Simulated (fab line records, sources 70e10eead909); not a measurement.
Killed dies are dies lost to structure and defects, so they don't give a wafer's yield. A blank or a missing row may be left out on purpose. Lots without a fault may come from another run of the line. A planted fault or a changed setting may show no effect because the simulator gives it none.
One fault seen from 2 desks | flow nand_harc | each desk has only its own numbers; what lay behind them comes last

THE TOOL OWNER'S DESK: pecvd-02
The tool's own readings at NHARC_P_GATE_DEP_103 (deposits SiON, target thk 30 nm): means of the sampled wafers that have a number, for each lot that ran on this tool. A lot is out of limits, marked OUT, if its mean lies more than 4 standard deviations from the usual mean; the brackets give that distance.
Columns: A = heater_power_w at NHARC_P_GATE_DEP_103, usual 727 W
lot  | first seen here | A
L982 | day 4 23:50     | 699
L989 | day 7 16:55     | 730
L994 | day 10 01:11    | 701
L997 | day 11 04:00    | 635
L998 | day 11 20:31    | 741
This desk's finding: nothing out of limits on any of the 5 lots.

THE DEFECT DESK
What the inspections along the route counted, lot by lot: means of the sampled wafers that have a number. A lot is out of limits, marked OUT, if its mean lies more than 4 standard deviations from the usual mean; the brackets give that distance.
Columns: A = raw_defect_count at NHARC_P_ZERO_WELL_INSPECT_43, usual 14; B = raw_defect_count at NHARC_P_GATE_INSPECT_28, usual 5.7; C = raw_defect_count at NHARC_P_GATE_INSPECT_68, usual 188
lot  | first seen here | A  | B                       | C
L982 | day 2 03:31     | 18 | 6.7                     | 101
L984 | day 3 02:07     | 13 | 6.0                     | 180
L987 | day 4 05:44     | 19 | 4.7                     | 176
L988 | day 4 15:25     | 13 | 5.7                     | 139
L989 | day 5 02:10     | 15 | 5.7                     | 242
L990 | day 5 11:50     | 10 | 5.7                     | 325
L994 | day 7 03:27     | 13 | 7.0                     | 162
L997 | day 8 10:05     | 11 | 750.3 (+99 or more) OUT | 870 (+9.7) OUT
L998 | day 8 22:09     | 7  | 715.3 (+99 or more) OUT | 908 (+10) OUT
L999 | day 9 05:47     | 9  | 9.3                     | 148
L100 | day 9 15:30     | 10 | 8.0                     | 99
L105 | day 11 17:41    | 26 | 6.3                     | 136
This desk's finding: out of limits on L997, L998; first on L997, day 11 04:39 (raw_defect_count at NHARC_P_GATE_INSPECT_28). In limits: L982, L984, L987, L988, L989, L990, L994, L999, L100, L105.

PUT TOGETHER
The defect desk could have raised an alarm at day 11 04:39, on L997, L998.
The tool owner's desk saw nothing out of limits.
The tool owner's desk has L997, L998 on record, within its limits.
Of the lots named, all ran NHARC_P_GATE_DEP_103 on pecvd-02.

WHAT THE SIMULATOR HAD PUT IN
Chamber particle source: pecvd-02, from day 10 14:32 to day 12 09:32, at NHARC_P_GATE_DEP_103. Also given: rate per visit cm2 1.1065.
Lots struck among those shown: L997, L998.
Hours from the fault's start to each desk's first reading out of limits: the defect desk, 14.
